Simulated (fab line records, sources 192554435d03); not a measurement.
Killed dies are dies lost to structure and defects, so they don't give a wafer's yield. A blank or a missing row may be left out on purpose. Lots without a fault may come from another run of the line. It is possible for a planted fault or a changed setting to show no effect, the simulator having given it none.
Matching of chambers :: flow n5 finfet :: N5_BEOL_M1_DESCUM_33 on rie diel-06 has 4 sister chambers
The step chemistry O2, time 7 s. 18 wafers are shown with their chamber, then 9 later ones without.

== EACH WAFER AND ITS CHAMBER ==
wafer: L074.2
chamber: 3
showerhead plenum p Torr (Torr): 2.05
oes product au (a.u.): 0.71
throttle valve pct (%): 20.39

wafer: L074.3
chamber: 0
showerhead plenum p Torr (Torr): 2.09
oes product au (a.u.): 0.99
throttle valve pct (%): 20.27

wafer: L074.5
chamber: 2
showerhead plenum p Torr (Torr): 1.97
oes product au (a.u.): 0.82
throttle valve pct (%): 20.59

wafer: L075.3
chamber: 1
showerhead plenum p Torr (Torr): 2.12
oes product au (a.u.): 0.87
throttle valve pct (%): 20.37

wafer: L075.5
chamber: 2
showerhead plenum p Torr (Torr): 1.97
oes product au (a.u.): 0.81
throttle valve pct (%): 20.57

wafer: L075.6
chamber: 3
showerhead plenum p Torr (Torr): 2.05
oes product au (a.u.): 0.71
throttle valve pct (%): 20.39

wafer: L078.1
chamber: 1
showerhead plenum p Torr (Torr): 2.12
oes product au (a.u.): 0.87
throttle valve pct (%): 20.37

wafer: L078.3
chamber: 0
showerhead plenum p Torr (Torr): 2.09
oes product au (a.u.): 0.97
throttle valve pct (%): 20.30

wafer: L078.6
chamber: 1
showerhead plenum p Torr (Torr): 2.12
oes product au (a.u.): 0.87
throttle valve pct (%): 20.39

wafer: L079.1
chamber: 3
showerhead plenum p Torr (Torr): 2.05
oes product au (a.u.): 0.71
throttle valve pct (%): 20.39

wafer: L079.2
chamber: 1
showerhead plenum p Torr (Torr): 2.12
oes product au (a.u.): 0.86
throttle valve pct (%): 20.36

wafer: L079.3
chamber: 2
showerhead plenum p Torr (Torr): 1.96
oes product au (a.u.): 0.81
throttle valve pct (%): 20.56

wafer: L079.4
chamber: 0
showerhead plenum p Torr (Torr): 2.09
oes product au (a.u.): 0.95
throttle valve pct (%): 20.29

wafer: L079.5
chamber: 1
showerhead plenum p Torr (Torr): 2.12
oes product au (a.u.): 0.86
throttle valve pct (%): 20.37

wafer: L079.6
chamber: 0
showerhead plenum p Torr (Torr): 2.09
oes product au (a.u.): 0.96
throttle valve pct (%): 20.28

wafer: L081.2
chamber: 1
showerhead plenum p Torr (Torr): 2.11
oes product au (a.u.): 0.87
throttle valve pct (%): 20.39

wafer: L081.3
chamber: 2
showerhead plenum p Torr (Torr): 1.96
oes product au (a.u.): 0.80
throttle valve pct (%): 20.59

wafer: L081.4
chamber: 0
showerhead plenum p Torr (Torr): 2.09
oes product au (a.u.): 0.96
throttle valve pct (%): 20.29

SIGNATURES (means of the wafers above)
reading: showerhead plenum p Torr
chamber 0: 2.0900
chamber 1: 2.1183
chamber 2: 1.9650
chamber 3: 2.0500
scatter within a chamber: 0.00362

reading: oes product au
chamber 0: 0.9660
chamber 1: 0.8667
chamber 2: 0.8100
chamber 3: 0.7100
scatter within a chamber: 0.00946

reading: throttle valve pct
chamber 0: 20.2860
chamber 1: 20.3750
chamber 2: 20.5775
chamber 3: 20.3900
scatter within a chamber: 0.0118
Rule: for each reading, subtract the chamber's mean from the wafer's reading, divide by that reading's scatter and square the result; add these up over the readings and take the root, which gives the wafer's distance from the chamber. If the next closest chamber is less than 2 further off than the closest, the wafer can't be placed; otherwise it belongs to the closest. How the scatter is found: for the shown wafers, subtract from each reading the mean of its chamber, square and add these, divide the total by (wafers less chambers), then take the root.

== WAFERS WITHOUT THEIR CHAMBER ==
wafer: L083.2
showerhead plenum p Torr (Torr): 2.09
oes product au (a.u.): 0.94
throttle valve pct (%): 20.30

wafer: L083.5
showerhead plenum p Torr (Torr): 2.05
oes product au (a.u.): 0.72
throttle valve pct (%): 20.37

wafer: L083.6
showerhead plenum p Torr (Torr): 2.09
oes product au (a.u.): 0.95
throttle valve pct (%): 20.31

wafer: L093.1
showerhead plenum p Torr (Torr): 2.08
oes product au (a.u.): 0.90
throttle valve pct (%): 20.35

wafer: L093.2
showerhead plenum p Torr (Torr): 1.96
oes product au (a.u.): 0.78
throttle valve pct (%): 20.61

wafer: L093.3
showerhead plenum p Torr (Torr): 2.11
oes product au (a.u.): 0.84
throttle valve pct (%): 20.42

wafer: L093.4
showerhead plenum p Torr (Torr): 2.08
oes product au (a.u.): 0.90
throttle valve pct (%): 20.32

wafer: L093.5
showerhead plenum p Torr (Torr): 1.96
oes product au (a.u.): 0.78
throttle valve pct (%): 20.61

wafer: L093.6
showerhead plenum p Torr (Torr): 2.11
oes product au (a.u.): 0.84
throttle valve pct (%): 20.40

== EACH ONE'S CHAMBER ==
wafer: L083.2
from the rows above: 0
in truth: 0

wafer: L083.5
from the rows above: 3
in truth: 3

wafer: L083.6
from the rows above: 0
in truth: 0

wafer: L093.1
from the rows above: 0
in truth: 0

wafer: L093.2
from the rows above: 2
in truth: 2

wafer: L093.3
from the rows above: 1
in truth: 1

wafer: L093.4
from the rows above: 0
in truth: 0

wafer: L093.5
from the rows above: 2
in truth: 2

wafer: L093.6
from the rows above: 1
in truth: 1
Correctly placed: 9 of 9. From these rows, 0 cannot be placed. Number placed wrongly: 0.
